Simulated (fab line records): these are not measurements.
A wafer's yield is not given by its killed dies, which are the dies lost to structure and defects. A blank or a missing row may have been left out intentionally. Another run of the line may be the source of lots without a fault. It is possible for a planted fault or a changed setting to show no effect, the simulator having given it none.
Matching of chambers / flow n5 finfet / rie diel-02 running N5_HKMG_FIN_ETCH_58: 4 sister chambers
The step etches SOC in N2/H2, target depth 215.8 nm, time 741 s. 4 wafers are shown with their chamber, then 7 later ones without.

== WAFERS PAIRED WITH THEIR CHAMBERS ==
wafer=L081.6; chamber=0; drypump motor current A (A)=5.3
wafer=L082.6; chamber=3; drypump motor current A (A)=5.9
wafer=L089.1; chamber=1; drypump motor current A (A)=5.5
wafer=L089.2; chamber=2; drypump motor current A (A)=6.4

== WAFERS WHOSE CHAMBER IS MISSING ==
wafer=L089.5; drypump motor current A (A)=5.9
wafer=L091.3; drypump motor current A (A)=5.3
wafer=L091.4; drypump motor current A (A)=5.5
wafer=L091.5; drypump motor current A (A)=5.4
wafer=L096.1; drypump motor current A (A)=5.9
wafer=L096.2; drypump motor current A (A)=5.3
wafer=L096.3; drypump motor current A (A)=5.5

== THE CHAMBER EACH PASSED THROUGH ==
wafer=L089.5; from the rows above=3; in truth=3
wafer=L091.3; from the rows above=0; in truth=0
wafer=L091.4; from the rows above=1; in truth=1
wafer=L091.5; from the rows above=can't be placed: 1 or 0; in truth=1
wafer=L096.1; from the rows above=3; in truth=3
wafer=L096.2; from the rows above=0; in truth=0
wafer=L096.3; from the rows above=1; in truth=1
Correctly placed: 6 of 7. From these rows, 1 cannot be placed; in 1 the true chamber is one of the candidates. Wrongly placed: 0.
How it was worked out, from the rows above alone: a wafer's distance from a chamber is the root of the sum, over the readings, of the square of ((its reading less the chamber's mean) divided by the reading's scatter). The wafer belongs to the nearest chamber; if the next one is less than 2 further off, it can't be placed. A chamber's mean is the mean of its shown wafers. The scatter (one wafer shown for each chamber): square how far every hidden wafer sits from the nearest shown wafer, average those squares and take the square root.
